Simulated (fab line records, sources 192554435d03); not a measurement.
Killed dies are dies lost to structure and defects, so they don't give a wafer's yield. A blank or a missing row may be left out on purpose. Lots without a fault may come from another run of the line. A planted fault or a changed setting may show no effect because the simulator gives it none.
Which tool did it? | flow n5_finfet | 9 lots, 27 wafers sampled, at 4 steps of a route of 1938

WHAT THE GAUGES READ, wafer by wafer
N5_BEOL_M3_INSPECT_59: inspects for defects (darkfield).
lot  | measured     | on                | raw_defect_count
L861 | day 7 16:07  | defect_inspect-02 | 77 42 57
L870 | day 9 14:51  | defect_inspect-02 | 62 832 51
L872 | day 10 00:04 | defect_inspect-02 | 72 73 869
L873 | day 10 10:28 | defect_inspect-01 | 77 68 67
L875 | day 10 19:55 | defect_inspect-02 | 61 56 57
L877 | day 11 10:10 | defect_inspect-02 | 35 60 54
L878 | day 11 14:49 | defect_inspect-02 | 76 67 75
L880 | day 11 23:26 | defect_inspect-02 | 86 110 162
L883 | day 13 01:17 | defect_inspect-02 | 68 74 109

WHICH TOOL RAN EACH LOT (tool, then ch and the chambers of the sampled wafers, then the start)
lot  | N5_BEOL_M3_ANNEAL_87         | N5_BEOL_M3_PRE_CLEAN_56         | N5_BEOL_M3_DEP_57
L861 | pvd_sputter-02, day 7 13:51  | pecvd-03 ch 0,1, day 7 16:00    | pecvd-03 ch 0,1, day 7 16:02
L870 | pvd_sputter-03, day 9 12:43  | pecvd-03 ch 0,1, day 9 14:43    | pecvd-03 ch 0,1, day 9 14:46
L872 | pvd_sputter-01, day 9 21:45  | pecvd-03 ch 0,1, day 9 23:55    | pecvd-03 ch 0,1, day 9 23:57
L873 | pvd_sputter-01, day 10 08:17 | pecvd-02 ch 0,2, day 10 10:21   | pecvd-02 ch 0,2, day 10 10:22
L875 | pvd_sputter-03, day 10 17:43 | pecvd-02 ch 0,1,2, day 10 19:49 | pecvd-02 ch 0,1,2, day 10 19:50
L877 | pvd_sputter-03, day 11 08:03 | pecvd-04 ch 0,1, day 11 10:02   | pecvd-04 ch 0,1, day 11 10:04
L878 | pvd_sputter-02, day 11 12:42 | pecvd-04 ch 1,2, day 11 14:40   | pecvd-04 ch 1,2, day 11 14:43
L880 | pvd_sputter-03, day 11 21:14 | pecvd-04 ch 0,1, day 11 23:19   | pecvd-04 ch 0,1, day 11 23:21
L883 | pvd_sputter-01, day 12 23:07 | pecvd-03 ch 0,2, day 13 01:10   | pecvd-03 ch 0,2, day 13 01:11
- N5_BEOL_M3_ANNEAL_87: time 240 s.
- N5_BEOL_M3_PRE_CLEAN_56: time 15 s.
- N5_BEOL_M3_DEP_57: deposits SiCN from 3MS/NH3, target thk 8 nm, time 14 s.

THE ANSWER, worked out from the rows above alone
Rule: what is usual is taken from the lots themselves. Put in order of their means at a reading, lots are off if they are a third of the lots or fewer, leave a main group of 4 or more, and stand apart from it by a gap of 3 or more times the standard deviation of the main group's means; of several such gaps the widest counts. A main group whose means are all the same, to the digits that the tables above print for the reading, isn't used. A lot without any number at a reading at which 4 lots or more have one is off too. The other lots that the step has rows for count as sound.
Off: L870, L872, at N5_BEOL_M3_INSPECT_59 (raw_defect_count). The main group: mean 73, standard deviation 22.
A tool fits if, at a process step before that reading, it ran every lot that is off, and no sound lot after the first of them. The gauges at N5_BEOL_M3_INSPECT_59 are tried like those tools. None of those tried fits.

WHAT THE SIMULATOR HAD PUT IN
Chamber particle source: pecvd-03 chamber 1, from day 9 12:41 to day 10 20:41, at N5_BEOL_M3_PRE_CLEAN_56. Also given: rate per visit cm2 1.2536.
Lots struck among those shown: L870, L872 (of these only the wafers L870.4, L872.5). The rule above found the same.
